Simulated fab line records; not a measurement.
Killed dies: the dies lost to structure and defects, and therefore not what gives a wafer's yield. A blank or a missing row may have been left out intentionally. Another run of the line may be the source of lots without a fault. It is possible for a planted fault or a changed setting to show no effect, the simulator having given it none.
The same fault as seen by 2 desks -- flow nand_harc -- each desk has only its own numbers; what lay behind them comes last

DESK OF THE TOOL OWNER: rie_diel-01
The tool's own readings at NHARC_P_M0_ETCH_15 (etches the open film in C4F8/Ar, target depth 150 nm, overetch 15 nm, time 82.5 s): means of the sampled wafers that have a number, for each lot that ran on this tool. The brackets show how far a lot's mean lies from the usual mean; more than 4 standard deviations puts the lot out of limits, marked OUT.
Columns: A = oes_product_au at NHARC_P_M0_ETCH_15, usual 0.956 a.u.; B = rf_vpp_V at NHARC_P_M0_ETCH_15, usual 442.7 V
lot,first seen here,A,B
L176,day 5 21:58,0.963,444.0
L178,day 7 01:48,0.964,442.9
L179,day 7 03:07,0.943,442.5
L181,day 8 02:34,0.969,442.1
L191,day 12 02:31,0.924,446.1
L190,day 12 03:29,0.970,445.5
L199,day 15 11:35,0.974,442.8
Finding of this desk: none of the 7 lots has anything out of limits.

AT THE METROLOGY DESK
Lot by lot, what the gauges showed, no matter which tool ran the lot: averages of those sampled wafers that carry a number. The brackets show how far a lot's mean lies from the usual mean; more than 4 standard deviations puts the lot out of limits, marked OUT.
Columns: A = overlay_x_nm at NHARC_P_M1_OVL_MEAS_10, usual -0.2 nm; B = overlay_y_nm at NHARC_P_M1_OVL_MEAS_10, usual 0.0 nm
lot,first seen here,A,B
L176,day 6 01:41,-0.7,0.1
L178,day 7 05:42,-0.6,-1.5
L179,day 7 07:02,0.7,0.2
L181,day 8 06:49,-0.6,-0.5
L188,day 11 13:28,-0.3,-1.3
L191,day 12 06:08,0.7,1.3
L190,day 12 07:27,1.0,0.5
L192,day 12 22:52,-1.1,-1.5
L194,day 13 18:33,-1.0,-0.1
L196,day 14 12:38,0.7,0.3
L198,day 15 09:03,0.0,0.7
L199,day 15 15:15,-0.1,0.0
Finding of this desk: none of the 12 lots has anything out of limits.

PUT TOGETHER
Nothing out of limits was seen by the tool owner's desk.
The metrology desk saw nothing out of limits.

WHAT THE SIMULATOR HAD PUT IN
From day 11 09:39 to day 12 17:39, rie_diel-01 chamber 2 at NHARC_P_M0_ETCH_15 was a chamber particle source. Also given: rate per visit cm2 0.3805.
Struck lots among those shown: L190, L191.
